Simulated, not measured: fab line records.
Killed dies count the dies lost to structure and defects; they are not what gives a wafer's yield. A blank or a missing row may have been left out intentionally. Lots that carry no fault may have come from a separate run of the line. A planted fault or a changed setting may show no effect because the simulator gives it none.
fab line records	flow n5-finfet	part 1 of 2: steps 1 to 20 of 28
record: lots: 5	wafers: 15	last-day: 17
route steps=1938 shown BEOL_M1@763
lots with no fault: from the same line, run without faults
start-h: start of the lot's first displayed wafer, in hours after the record's first day	wait-h: hours from the lot's prior step to this one	" identical to the entry in the row above	L1.1+2: several wafers, shown together as one row	- no value present, or no start provided	* or withheld: withheld	< > ~ a bound
route shown NAME@n: NAME is a module with steps in the file, n the number in the route of the first one	usual: mean/standard deviation taken from wafers without a fault	same: alike in all rows	chamber/n: place in a boat	sites: the reading at each site	_std_site: standard deviation across them	_edge_site: the outer-site mean with the inner-site mean subtracted	radius-mm: for every site, how far away it sits from the centre of the wafer	mask NAME#n: copy n	behind: the last tool/chamber to shape the wafer	hold: why the lot went on hold/how many hours it stayed there/how the hold came to an end	device: the n, p or np transistor that did not switch	end of line: at the end of the route, the tests of the same wafers	step lacking rows: just its recipe	killed: the dies lost at the first sort to structure and to defects; this is not the yield of the wafer	map: a wafer's dies, marking killed ones x, the rest . and places with no die _
set.NAME: the setting as run; set.NAME@STEP: as run at that earlier step	model.NAME: the simulator's own value behind a step, which no gauge read
lots at some steps of the route; a table a step, a row a wafer
services: the hour from which a tool's chamber was out of use, counted from the record's first day as start-h (under 0 if before that day), plus the number of hours and why
== steps ==
step: N5_BEOL_M1_DEVELOP_10
recipe: develop-time-s: 30	developer: TMAH	resist: CAR-EUV	rinse-liquid: surfactant-rinse	dry: air-spin	dev-temp-c: 23
lot.wafer	tool	chamber	start-h	wait-h
L077.1+5+6	litho-track-05	0	-	-
L080.1+2+6	litho-track-01	0	-	-
L086.2+3+4	litho-track-02	0	-	-
L087.4+5+6	litho-track-02	0	-	-
L094.2+5+6	litho-track-05	0	-	-
step: N5_BEOL_M1_CD_MEAS_11
recipe: target-cd-nm: 17.05	landing-energy-ev: 500	detector: se-inlens	polarity: opening
usual: cd-nm: 17.00/0.24
lot.wafer	tool	chamber	start-h	wait-h	cd-nm
L077.1	cd-sem-03	0	137.67	-	17.02
L077.5	"	0	"	"	16.97
L077.6	"	0	"	"	17.23
L080.1	cd-sem-03	0	153.22	-	17.23
L080.2	"	0	"	"	17.42
L080.6	"	0	"	"	16.96
L086.2	cd-sem-01	0	201.58	-	16.99
L086.3	"	0	"	"	17.06
L086.4	"	0	"	"	16.58
L087.4	cd-sem-03	0	210.50	-	17.02
L087.5	"	0	"	"	17.26
L087.6	"	0	"	"	17.51
L094.2	cd-sem-01	0	246.26	-	16.74
L094.5	"	0	"	"	16.67
L094.6	"	0	"	"	16.86
step: N5_BEOL_M1_OVL_MEAS_12
recipe: points-per-wafer: 522
usual: M1_OVL: 0.0/0.72
same: points-per-wafer: 522
lot.wafer	tool	chamber	start-h	wait-h	M1_OVL[nm]
L077.1	overlay-02	0	137.70	0.0	0.1
L077.5	"	0	"	"	0.3
L077.6	"	0	"	"	0.9
L080.1	overlay-01	0	153.25	0.0	-0.8
L080.2	"	0	"	"	-0.3
L080.6	"	0	"	"	-0.4
L086.2	overlay-01	0	201.61	0.0	-1.6
L086.3	"	0	"	"	-0.7
L086.4	"	0	"	"	0.3
L087.4	overlay-01	0	210.55	0.0	-0.6
L087.5	"	0	"	"	1.2
L087.6	"	0	"	"	-0.5
L094.2	overlay-02	0	246.29	0.0	0.6
L094.5	"	0	"	"	1.2
L094.6	"	0	"	"	0.3
step: N5_BEOL_M1_INSPECT_13
recipe: mode: adi	inspect-instrument: brightfield
usual: raw-defect-count: 411/83
lot.wafer	tool	chamber	start-h	wait-h	raw-defect-count
L077.1	defect-inspect-01	-	137.76	0.1	236
L077.5	"	-	"	"	421
L077.6	"	-	"	"	180
L080.1	defect-inspect-02	-	153.31	0.1	410
L080.2	"	-	"	"	367
L080.6	"	-	"	"	464
L086.2	defect-inspect-02	-	201.67	0.0	380
L086.3	"	-	"	"	300
L086.4	"	-	"	"	437
L087.4	defect-inspect-01	-	210.59	0.0	377
L087.5	"	-	"	"	364
L087.6	"	-	"	"	458
L094.2	defect-inspect-01	-	246.35	0.0	409
L094.5	"	-	"	"	331
L094.6	"	-	"	"	366
step: N5_BEOL_M1_DESCUM_16
recipe: chemistry: O2	time-s: 7	source-power-w: 50	bias-power-w: 20	pressure-mtorr: 20	rf-frequency-hz: 2.712e+07	temp-c: 40	resist: CAR-EUV	o2-flow-sccm: 225
usual: drypump-motor-current-A: 5.6/0.53	oes-product-au: 0.80/0.08	rf-vpp-V: 243.6/1.3	showerhead-plenum-p-Torr: 2.12/0.064	throttle-valve-pct: 20.35/0.22
lot.wafer	tool	chamber	start-h	wait-h	drypump-motor-current-A	oes-product-au	rf-hours-counter-h	rf-vpp-V	showerhead-plenum-p-Torr	throttle-valve-pct
L077.1	rie-diel-02	0	137.79	0.0	6.1	0.77	132	243.8	2.18	20.02
L077.5	"	3	"	"	4.9	0.70	-	243.6	2.15	20.54
L077.6	"	2	"	"	5.1	0.82	-	240.8	2.03	20.43
L080.1	rie-diel-03	0	153.34	0.0	5.6	0.96	11	241.8	2.06	19.91
L080.2	"	1	"	"	6.6	0.74	193	243.1	2.16	20.43
L080.6	"	2	"	"	6.4	0.89	-	245.2	2.22	20.18
L086.2	rie-diel-03	3	201.70	0.0	5.7	0.89	31	244.1	2.14	20.33
L086.3	"	1	"	"	6.6	0.72	207	244.1	2.15	20.46
L086.4	"	0	"	"	5.6	0.91	25	243.8	2.06	19.94
L087.4	rie-diel-02	3	210.65	0.1	4.9	0.68	243	243.2	2.14	20.56
L087.5	"	3	"	"	4.9	0.69	-	244.8	2.14	20.58
L087.6	"	2	"	"	5.1	0.81	-	243.5	2.03	20.45
L094.2	rie-diel-02	2	246.40	0.0	5.1	0.80	103	241.8	2.02	20.48
L094.5	"	3	"	"	4.9	0.67	-	242.5	2.14	20.59
L094.6	"	0	"	"	6.1	0.75	-	247.1	2.17	20.06
step: N5_BEOL_M1_ETCH_74
recipe: chemistry: N2/H2	target: underlayer	target-depth-a: 65	mask-material: CAR-EUV	time-s: 5.2	ion-energy-ev: 200	pressure-mtorr: 30	source-w: 840	bias-w: 150	n2-flow-sccm: 200	h2-flow-sccm: 200	ends: cleared
usual: drypump-motor-current-A: 5.6/0.53	etch-rf-on-time-s: 5.17/0.086	oes-product-au: 0.69/0.068	rf-vpp-V: 524.9/2.5	showerhead-plenum-p-Torr: 2.58/0.08	throttle-valve-pct: 17.75/0.2
lot.wafer	tool	chamber	start-h	wait-h	drypump-motor-current-A	etch-rf-on-time-s	oes-product-au	rf-hours-counter-h	rf-vpp-V	showerhead-plenum-p-Torr	throttle-valve-pct
L077.1	rie-diel-02	0	137.83	0.0	6.1	5.07	0.67	132	529.4	2.67	17.62
L077.5	"	3	"	"	4.9	5.16	0.61	-	527.3	2.61	17.94
L077.6	"	2	"	"	5.0	5.03	0.72	-	520.7	2.47	17.79
L080.1	rie-diel-03	0	153.38	0.0	5.6	5.36	0.80	11	522.3	2.50	17.28
L080.2	"	1	"	"	6.6	5.31	0.62	193	526.9	2.63	17.88
L080.6	"	2	"	"	6.4	5.20	0.76	-	530.8	2.72	17.71
L086.2	rie-diel-03	3	201.74	0.0	5.8	5.02	0.78	31	524.6	2.59	17.70
L086.3	"	1	"	"	6.6	5.26	0.62	207	526.2	2.62	17.90
L086.4	"	0	"	"	5.7	5.32	0.78	25	522.5	2.49	17.31
L087.4	rie-diel-02	3	210.68	0.0	4.9	5.34	0.57	243	525.7	2.60	17.96
L087.5	"	3	"	"	4.9	5.28	0.58	-	525.9	2.60	17.97
L087.6	"	2	"	"	5.1	5.19	0.69	-	521.4	2.46	17.85
L094.2	rie-diel-02	2	246.43	0.0	5.1	5.18	0.68	103	521.6	2.46	17.88
L094.5	"	3	"	"	4.9	5.29	0.58	-	526.7	2.60	17.98
L094.6	"	0	"	"	6.1	5.14	0.64	-	525.6	2.65	17.66
step: N5_BEOL_M1_ETCH_63
recipe: chemistry: CF4	target: SiARC	target-depth-a: 156	mask-material: CAR-EUV	time-s: 26	ion-energy-ev: 80	pressure-mtorr: 40	source-w: 545	bias-w: 36	Ar_flow_sccm: 100	cf4-flow-sccm: 100	ends: cleared
usual: cf4-flow-sccm: 100.01/0.29	drypump-motor-current-A: 5.6/0.53	etch-rf-on-time-s: 25.8/0.41	oes-product-au: 0.69/0.068	rf-vpp-V: 184.4/1.2	showerhead-plenum-p-Torr: 2.17/0.063	throttle-valve-pct: 15.54/0.24
lot.wafer	tool	chamber	start-h	wait-h	cf4-flow-sccm	drypump-motor-current-A	etch-rf-on-time-s	oes-product-au	rf-hours-counter-h	rf-vpp-V	showerhead-plenum-p-Torr	throttle-valve-pct
L077.1	rie-diel-02	0	137.84	0.0	99.63	6.1	25.5	0.67	132	184.3	2.22	15.23
L077.5	"	3	"	"	100.08	4.9	25.9	0.59	-	185.1	2.20	15.82
L077.6	"	2	"	"	99.98	5.0	25.5	0.71	-	182.7	2.09	15.59
L080.1	rie-diel-03	0	153.39	0.0	100.05	5.6	26.2	0.82	11	184.6	2.10	15.00
L080.2	"	1	"	"	99.99	6.6	26.0	0.63	193	185.1	2.21	15.69
L080.6	"	2	"	"	100.30	6.4	25.6	0.76	-	186.0	2.27	15.40
L086.2	rie-diel-03	3	201.75	0.0	99.82	5.7	25.2	0.78	31	186.4	2.18	15.42
L086.3	"	1	"	"	99.74	6.6	25.9	0.62	207	183.9	2.20	15.69
L086.4	"	0	"	"	100.08	5.6	26.4	0.79	25	183.5	2.10	15.04
L087.4	rie-diel-02	3	210.70	0.0	99.80	4.9	26.2	0.58	243	185.4	2.20	15.88
L087.5	"	3	"	"	99.66	4.9	26.4	0.58	-	184.7	2.19	15.89
L087.6	"	2	"	"	99.90	5.1	25.6	0.69	-	183.3	2.08	15.61
L094.2	rie-diel-02	2	246.45	0.0	99.64	5.1	25.7	0.67	103	184.1	2.08	15.65
L094.5	"	3	"	"	100.07	4.9	26.5	0.58	-	184.1	2.19	15.90
L094.6	"	0	"	"	100.30	6.1	25.9	0.64	-	185.5	2.21	15.28
step: N5_BEOL_M1_ETCH_64
recipe: chemistry: N2/H2	target: SOC	target-depth-a: 750	overetch-a: 150	mask-material: SiARC	temp-c: 40	time-s: 112.5	ion-energy-ev: 200	pressure-mtorr: 30	source-w: 840	bias-w: 150	n2-flow-sccm: 200	h2-flow-sccm: 200
usual: drypump-motor-current-A: 5.6/0.53	oes-product-au: 0.63/0.06	rf-vpp-V: 524.7/2.3	showerhead-plenum-p-Torr: 2.58/0.08	throttle-valve-pct: 17.72/0.2
lot.wafer	tool	chamber	start-h	wait-h	drypump-motor-current-A	oes-product-au	rf-hours-counter-h	rf-vpp-V	showerhead-plenum-p-Torr	throttle-valve-pct
L077.1	rie-diel-02	0	137.87	0.0	6.1	0.62	132	527.5	2.67	17.56
L077.5	"	3	"	"	4.9	0.56	-	524.8	2.61	17.88
L077.6	"	2	"	"	5.1	0.65	-	522.2	2.47	17.76
L080.1	rie-diel-03	0	153.42	0.0	5.7	0.75	11	523.5	2.50	17.26
L080.2	"	1	"	"	6.6	0.59	193	526.7	2.63	17.83
L080.6	"	2	"	"	6.4	0.69	-	527.3	2.72	17.67
L086.2	rie-diel-03	3	201.78	0.0	5.7	0.71	31	525.2	2.59	17.66
L086.3	"	1	"	"	6.6	0.57	207	526.2	2.62	17.86
L086.4	"	0	"	"	5.7	0.72	25	522.9	2.49	17.26
L087.4	rie-diel-02	3	210.73	0.0	4.9	0.55	243	526.6	2.60	17.91
L087.5	"	3	"	"	4.9	0.54	-	525.0	2.60	17.92
L087.6	"	2	"	"	5.1	0.63	-	520.2	2.46	17.81
L094.2	rie-diel-02	2	246.48	0.0	5.1	0.62	103	520.6	2.46	17.82
L094.5	"	3	"	"	4.9	0.54	-	524.2	2.60	17.93
L094.6	"	0	"	"	6.1	0.59	-	526.9	2.65	17.61
step: N5_BEOL_M1_STRIP_65
recipe: chemistry: N2/H2	temp-c: 40	n2-flow-sccm: 200	h2-flow-sccm: 200	rf-frequency-hz: 6e+07
lot.wafer	tool	chamber	start-h	wait-h
L077.1+5+6	rie-diel-02	0,3,2	137.98	0.1
L080.1+2+6	rie-diel-03	0,1,2	153.53	0.1
L086.2+3+4	rie-diel-03	3,1,0	201.89	0.1
L087.4+5+6	rie-diel-02	3,3,2	210.83	0.1
L094.2+5+6	rie-diel-02	2,3,0	246.58	0.1
step: N5_BEOL_M1_STRIP_75
recipe: chemistry: N2/H2	temp-c: 40	n2-flow-sccm: 200	h2-flow-sccm: 200	rf-frequency-hz: 6e+07
lot.wafer	tool	chamber	start-h	wait-h
L077.1+5+6	rie-diel-02	0,3,2	137.99	0.0
L080.1+2+6	rie-diel-03	0,1,2	153.54	0.0
L086.2+3+4	rie-diel-03	3,1,0	201.90	0.0
L087.4+5+6	rie-diel-02	3,3,2	210.84	0.0
L094.2+5+6	rie-diel-02	2,3,0	246.59	0.0
step: N5_BEOL_M1_STRIP_66
recipe: chemistry: CF4	resist: SiARC	power-w: 300	bias-power-w: 75	pressure-mtorr: 50	cf4-flow-sccm: 150	rf-frequency-hz: 6e+07
usual: cf4-flow-sccm: 150.0/0.5	drypump-motor-current-A: 5.6/0.53	oes-product-au: 0.79/0.075	power-w: 300.0/0.83	rf-vpp-V: 271.6/1.5	showerhead-plenum-p-Torr: 1.82/0.052	throttle-valve-pct: 13.52/0.25
lot.wafer	tool	chamber	start-h	wait-h	cf4-flow-sccm	drypump-motor-current-A	oes-product-au	power-w	rf-hours-counter-h	rf-vpp-V	showerhead-plenum-p-Torr	throttle-valve-pct
L077.1	rie-diel-02	0	138.00	0.0	150.4	6.1	0.77	299.8	133	272.9	1.86	13.25
L077.5	"	3	"	"	150.0	4.9	0.68	298.7	-	273.5	1.85	13.85
L077.6	"	2	"	"	150.5	5.1	0.82	299.6	-	271.1	1.75	13.50
L080.1	rie-diel-03	0	153.55	0.0	149.4	5.6	0.95	299.6	11	269.7	1.76	12.97
L080.2	"	1	"	"	149.7	6.6	0.72	299.9	193	272.7	1.85	13.67
L080.6	"	2	"	"	149.3	6.4	0.88	300.9	-	272.6	1.90	13.34
L086.2	rie-diel-03	3	201.91	0.0	149.1	5.7	0.88	299.4	31	272.0	1.82	13.39
L086.3	"	1	"	"	148.6	6.6	0.72	299.1	207	271.6	1.84	13.72
L086.4	"	0	"	"	149.7	5.6	0.91	300.3	25	270.3	1.75	13.01
L087.4	rie-diel-02	3	210.85	0.0	150.4	4.9	0.68	300.3	243	273.6	1.84	13.89
L087.5	"	3	"	"	150.2	4.9	0.68	300.9	-	273.2	1.84	13.91
L087.6	"	2	"	"	150.3	5.1	0.79	300.6	-	270.3	1.74	13.57
L094.2	rie-diel-02	2	246.60	0.0	150.3	5.0	0.78	300.5	103	270.0	1.74	13.60
L094.5	"	3	"	"	150.2	4.9	0.67	299.2	-	272.5	1.84	13.91
L094.6	"	0	"	"	150.2	6.1	0.74	299.2	-	273.4	1.86	13.30
step: N5_BEOL_M1_HM_OPEN_17
recipe: chemistry: Cl2/BCl3	target-depth-a: 200	overetch-a: 60	target: TiN	mask-material: SOC	ion-energy-ev: 150	pressure-mtorr: 10	icp-w: 1000	bias-w: 126	Cl2_flow_sccm: 53.25	bcl3-flow-sccm: 21.75	Ar_flow_sccm: 25
usual: drypump-motor-current-A: 6.0/0.34	he-backside-leak-sccm: 3.42/0.18	oes-product-au: 0.64/0.077	throttle-valve-pct: 22.39/0.18
lot.wafer	tool	chamber	start-h	wait-h	drypump-motor-current-A	he-backside-leak-sccm	oes-product-au	rf-hours-counter-h	throttle-valve-pct
L077.1	rie-metal-02	0	138.04	0.0	6.0	3.51	0.57	84	22.27
L077.5	"	1	"	"	6.3	3.39	0.57	-	22.68
L077.6	"	0	"	"	6.0	3.80	0.58	-	22.28
L080.1	rie-metal-03	1	153.59	0.0	6.0	3.53	0.82	0	22.28
L080.2	"	0	"	"	6.1	3.34	0.68	44	22.49
L080.6	"	0	"	"	6.1	3.28	0.68	-	22.47
L086.2	rie-metal-02	0	201.95	0.0	6.0	3.51	0.56	90	22.30
L086.3	"	0	"	"	6.0	3.52	0.57	-	22.28
L086.4	"	1	"	"	6.3	3.58	0.57	-	22.71
L087.4	rie-metal-02	1	210.92	0.1	6.3	3.33	0.56	-	22.72
L087.5	"	0	"	"	6.0	3.77	0.56	-	22.32
L087.6	"	1	"	"	6.3	3.12	0.56	-	22.70
L094.2	rie-metal-03	0	246.64	0.0	6.1	3.25	0.66	52	22.50
L094.5	"	1	"	"	6.0	3.51	0.76	-	22.29
L094.6	"	0	"	"	6.1	3.21	0.66	-	22.50
step: N5_BEOL_M1_STRIP_19
recipe: chemistry: O2	power-w: 400	temp-c: 40	pressure-mtorr: 30	rf-frequency-hz: 6e+07	bias-power-w: 0	overash-fraction: 0.2	o2-flow-sccm: 225
usual: drypump-motor-current-A: 5.7/0.53	oes-product-au: 0.82/0.075	rf-vpp-V: 3.7/0.48	showerhead-plenum-p-Torr: 2.13/0.065	throttle-valve-pct: 16.57/0.22
same: overash-fraction: 0.2
lot.wafer	tool	chamber	start-h	wait-h	drypump-motor-current-A	oes-product-au	rf-hours-counter-h	rf-vpp-V	showerhead-plenum-p-Torr	throttle-valve-pct
L077.1	rie-diel-02	1	138.15	0.1	5.8	0.70	227	4.7	2.06	17.09
L077.5	"	3	"	"	4.9	0.69	-	3.2	2.15	16.84
L077.6	"	2	"	"	5.0	0.82	-	3.1	2.04	16.64
L080.1	rie-diel-03	2	153.70	0.1	6.4	0.90	32	4.1	2.22	16.43
L080.2	"	1	"	"	6.6	0.74	193	4.0	2.16	16.72
L080.6	"	1	"	"	6.6	0.74	-	3.6	2.16	16.73
L086.2	rie-diel-03	1	202.06	0.1	6.6	0.71	207	4.0	2.16	16.75
L086.3	"	3	"	"	5.8	0.89	31	3.6	2.14	16.55
L086.4	"	2	"	"	6.4	0.86	44	4.5	2.22	16.44
L087.4	rie-diel-01	3	211.02	0.1	5.5	0.89	43	3.2	2.14	16.56
L087.5	"	1	"	"	5.7	0.77	-	4.0	2.10	16.61
L087.6	"	0	"	"	5.8	0.83	-	3.1	2.22	16.76
L094.2	rie-diel-01	1	246.76	0.1	5.7	0.76	156	3.5	2.10	16.63
L094.5	"	0	"	"	5.8	0.82	-	3.9	2.22	16.77
L094.6	"	1	"	"	5.7	0.76	-	3.5	2.10	16.65
step: N5_BEOL_M1_CD_MEAS_18
recipe: pitch-nm: 36	target-cd-nm: 18
usual: cd-nm: 18.08/0.29
lot.wafer	tool	chamber	start-h	wait-h	cd-nm
L077.1	cd-sem-02	-	138.22	0.0	17.67
L077.5	"	-	"	"	17.64
L077.6	"	-	"	"	17.88
L080.1	cd-sem-02	-	153.77	0.0	18.64
L080.2	"	-	"	"	18.20
L080.6	"	-	"	"	18.34
L086.2	cd-sem-02	-	202.13	0.1	18.21
L086.3	"	-	"	"	17.78
L086.4	"	-	"	"	18.25
L087.4	cd-sem-02	-	211.10	0.1	18.19
L087.5	"	-	"	"	18.23
L087.6	"	-	"	"	18.27
L094.2	cd-sem-03	-	246.83	0.1	17.32
L094.5	"	-	"	"	17.63
L094.6	"	-	"	"	17.69
step: N5_BEOL_M1_COAT_67
recipe: resist: SOC	temp-c: 250	time-s: 60	spin-rpm: 1500	resist-thk-nm: 60
usual: heater-power-total-W: 500.5/1.8
lot.wafer	tool	chamber	start-h	wait-h	heater-power-total-W
L077.1	litho-track-01	0	138.26	0.0	500.6
L077.5	"	0	"	"	502.3
L077.6	"	0	"	"	502.9
L080.1	litho-track-02	0	153.81	0.0	500.3
L080.2	"	0	"	"	499.1
L080.6	"	0	"	"	501.1
L086.2	litho-track-02	0	202.17	0.0	497.7
L086.3	"	0	"	"	497.6
L086.4	"	0	"	"	502.9
L087.4	litho-track-05	0	211.14	0.0	500.9
L087.5	"	0	"	"	499.2
L087.6	"	0	"	"	503.3
L094.2	litho-track-02	0	246.87	0.0	502.5
L094.5	"	0	"	"	500.9
L094.6	"	0	"	"	498.6
step: N5_BEOL_M1_COAT_68
recipe: resist: SiARC	temp-c: 220	time-s: 60	spin-rpm: 1500	resist-thk-nm: 12
usual: heater-power-total-W: 427.9/2
lot.wafer	tool	chamber	start-h	wait-h	heater-power-total-W
L077.1	litho-track-01	0	-	-	424.7
L077.5	"	0	"	"	427.0
L077.6	"	0	"	"	425.2
L080.1	litho-track-02	0	-	-	426.6
L080.2	"	0	"	"	428.1
L080.6	"	0	"	"	426.4
L086.2	litho-track-02	0	-	-	431.0
L086.3	"	0	"	"	424.4
L086.4	"	0	"	"	429.9
L087.4	litho-track-05	0	-	-	428.4
L087.5	"	0	"	"	430.9
L087.6	"	0	"	"	426.7
L094.2	litho-track-02	0	-	-	430.1
L094.5	"	0	"	"	428.5
L094.6	"	0	"	"	428.6
step: N5_BEOL_M1_COAT_76
recipe: resist: underlayer	temp-c: 205	time-s: 60	spin-rpm: 1500	resist-thk-nm: 5
usual: heater-power-total-W: 391.8/1.3
lot.wafer	tool	chamber	start-h	wait-h	heater-power-total-W
L077.1	litho-track-01	0	-	-	393.3
L077.5	"	0	"	"	391.3
L077.6	"	0	"	"	391.9
L080.1	litho-track-02	0	-	-	392.1
L080.2	"	0	"	"	391.8
L080.6	"	0	"	"	392.1
L086.2	litho-track-02	0	-	-	391.6
L086.3	"	0	"	"	393.4
L086.4	"	0	"	"	391.4
L087.4	litho-track-05	0	-	-	393.1
L087.5	"	0	"	"	392.3
L087.6	"	0	"	"	392.1
L094.2	litho-track-02	0	-	-	392.1
L094.5	"	0	"	"	392.1
L094.6	"	0	"	"	393.1
step: N5_BEOL_M1_COAT_22
recipe: resist: CAR-EUV	spin-rpm: 1500	resist-thk-nm: 30
lot.wafer	tool	chamber	start-h	wait-h
L077.1+5+6	litho-track-01	0	-	-
L080.1+2+6	litho-track-02	0	-	-
L086.2+3+4	litho-track-02	0	-	-
L087.4+5+6	litho-track-05	0	-	-
L094.2+5+6	litho-track-02	0	-	-
step: N5_BEOL_M1_EBR_24
recipe: solvent: PGMEA	ebr-width-mm: 1.5
lot.wafer	tool	chamber	start-h	wait-h
L077.1+5+6	litho-track-01	0	-	-
L080.1+2+6	litho-track-02	0	-	-
L086.2+3+4	litho-track-02	0	-	-
L087.4+5+6	litho-track-05	0	-	-
L094.2+5+6	litho-track-02	0	-	-
step: N5_BEOL_M1_SOFTBAKE_23
recipe: temp-c: 110	time-s: 60	resist: CAR-EUV
usual: heater-power-total-W: 175.5/1.6
lot.wafer	tool	chamber	start-h	wait-h	heater-power-total-W
L077.1	litho-track-01	0	-	-	176.8
L077.5	"	0	"	"	177.6
L077.6	"	0	"	"	174.4
L080.1	litho-track-02	0	-	-	176.9
L080.2	"	0	"	"	177.5
L080.6	"	0	"	"	173.0
L086.2	litho-track-02	0	-	-	174.0
L086.3	"	0	"	"	176.6
L086.4	"	0	"	"	176.4
L087.4	litho-track-05	0	-	-	173.2
L087.5	"	0	"	"	177.6
L087.6	"	0	"	"	176.7
L094.2	litho-track-02	0	-	-	176.7
L094.5	"	0	"	"	176.9
L094.6	"	0	"	"	175.9
